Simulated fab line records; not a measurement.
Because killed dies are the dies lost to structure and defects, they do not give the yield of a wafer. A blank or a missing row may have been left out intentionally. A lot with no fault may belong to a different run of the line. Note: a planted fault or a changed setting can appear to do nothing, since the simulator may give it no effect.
Matching of chambers | flow nandHarc | 3 sister chambers for NHARC_A_STAIRCASE_DEP_156 on pecvd-01
The step deposits SiNx, target thk 50 nm. 18 wafers are shown with their chamber, then 9 later ones without.

== WAFERS PAIRED WITH THEIR CHAMBERS ==
wafer  | chamber | heaterPowerW (W)
L074.1 | 2       | 843
L074.3 | 1       | 671
L074.6 | 1       | 672
L078.2 | 0       | 867
L078.4 | 0       | 858
L078.5 | 2       | 734
L083.1 | 0       | 831
L083.3 | 2       | 773
L083.6 | 0       | 833
L085.1 | 1       | 704
L085.2 | 0       | 795
L085.4 | 2       | 737
L087.2 | 1       | 701
L087.3 | 0       | 817
L087.5 | 0       | 816
L086.1 | 1       | 646
L086.3 | 2       | 705
L086.6 | 1       | 643

SIGNATURES (averages over the wafers above)
reading      | chamber 0 | chamber 1 | chamber 2 | scatter within a chamber
heaterPowerW | 831.00    | 672.83    | 758.40    | 35
Rule: distance of a wafer from a chamber = root of the sum over the readings of ((wafer's reading minus chamber's mean) / reading's scatter) squared. If the next closest chamber is less than 2 further off than the closest, the wafer can't be placed; otherwise it belongs to the closest. The scatter is the square root of a quotient: the sum, over the shown wafers, of each reading's squared deviation from its chamber's mean, divided by wafers minus chambers.

== WAFERS MISSING THEIR CHAMBER ==
wafer  | heaterPowerW (W)
L092.1 | 664
L092.3 | 672
L092.4 | 667
L091.1 | 652
L091.3 | 792
L091.6 | 824
L097.2 | 827
L097.4 | 821
L097.5 | 652

== WHICH CHAMBER EACH ONE RAN IN ==
wafer  | from the rows above     | in truth
L092.1 | 1                       | 1
L092.3 | 1                       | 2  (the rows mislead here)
L092.4 | 1                       | 1
L091.1 | 1                       | 1
L091.3 | can't be placed: 2 or 0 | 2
L091.6 | can't be placed: 0 or 2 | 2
L097.2 | can't be placed: 0 or 2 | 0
L097.4 | can't be placed: 0 or 2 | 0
L097.5 | 1                       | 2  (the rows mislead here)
Placed correctly: 3 of 9. From these rows, 4 cannot be placed; in 4 the true chamber is one of the candidates. Wrongly placed: 2.
